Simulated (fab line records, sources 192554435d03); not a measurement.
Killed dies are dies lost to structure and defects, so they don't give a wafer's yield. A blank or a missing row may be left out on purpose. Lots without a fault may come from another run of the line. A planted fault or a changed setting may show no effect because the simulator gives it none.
Chamber matching | flow n5_finfet | N5_PASSIVATION_PECVD_00 on pecvd-01: 3 sister chambers
The step deposits SiO2 from SiH4/N2O, target thk 200 nm, time 11.2 s. 18 wafers are shown with their chamber, then 9 later ones without.

WAFERS WITH THEIR CHAMBER
wafer  | chamber | throttle_valve_pct (%) | showerhead_plenum_p_Torr (Torr) | heater_power_w (W)
L074.2 | 1       | 51.4                   | 8.25                            | 644
L074.4 | 2       | 50.7                   | 8.11                            | 489
L074.5 | 1       | 51.1                   | 8.25                            | 526
L077.2 | 2       | 50.7                   | 8.12                            | 541
L077.3 | 1       | 51.2                   | 8.28                            | 620
L077.4 | 2       | 50.7                   | 8.13                            | 540
L080.3 | 0       | 49.2                   | 8.21                            | 621
L080.4 | 0       | 49.3                   | 8.22                            | 608
L080.6 | 1       | 51.1                   | 8.27                            | 618
L082.1 | 1       | 51.1                   | 8.27                            | 597
L082.2 | 2       | 50.6                   | 8.13                            | 507
L082.3 | 0       | 49.2                   | 8.21                            | 602
L081.3 | 1       | 50.9                   | 8.25                            | 617
L081.4 | 1       | 51.2                   | 8.26                            | 622
L081.6 | 0       | 49.0                   | 8.23                            | 612
L091.2 | 1       | 51.3                   | 8.27                            | 547
L091.4 | 1       | 50.9                   | 8.26                            | 540
L091.6 | 1       | 50.9                   | 8.26                            | 568

SIGNATURES (means of the wafers above)
reading                  | chamber 0 | chamber 1 | chamber 2 | scatter within a chamber
throttle_valve_pct       | 49.175    | 51.110    | 50.675    | 0.147
showerhead_plenum_p_Torr | 8.2175    | 8.2620    | 8.1225    | 0.01
heater_power_w           | 610.75    | 589.90    | 519.25    | 34.1
Rule: a wafer's distance from a chamber is the root of the sum, over the readings, of the square of ((its reading less the chamber's mean) divided by the reading's scatter). The wafer belongs to the nearest chamber; if the next one is less than 2 further off, it can't be placed. The scatter: the root of (the sum of the squares of (reading less its chamber's mean) over the shown wafers, divided by (wafers less chambers)).

WAFERS WITHOUT THEIR CHAMBER
wafer  | throttle_valve_pct (%) | showerhead_plenum_p_Torr (Torr) | heater_power_w (W)
L092.2 | 51.0                   | 8.24                            | 553
L092.4 | 51.1                   | 8.25                            | 577
L092.6 | 51.1                   | 8.24                            | 583
L093.2 | 51.3                   | 8.12                            | 464
L093.3 | 51.0                   | 8.26                            | 635
L093.5 | 51.1                   | 8.24                            | 641
L096.2 | 51.4                   | 8.12                            | 497
L096.4 | 49.0                   | 8.24                            | 609
L096.6 | 51.1                   | 8.25                            | 649

WHICH CHAMBER EACH WENT THROUGH
wafer  | from the rows above | in truth
L092.2 | 1                   | 1
L092.4 | 1                   | 1
L092.6 | 1                   | 1
L093.2 | 2                   | 2
L093.3 | 1                   | 1
L093.5 | 1                   | 1
L096.2 | 2                   | 2
L096.4 | 0                   | 0
L096.6 | 1                   | 1
Placed correctly: 9 of 9. Can't be placed from these rows: 0. Placed wrongly: 0.
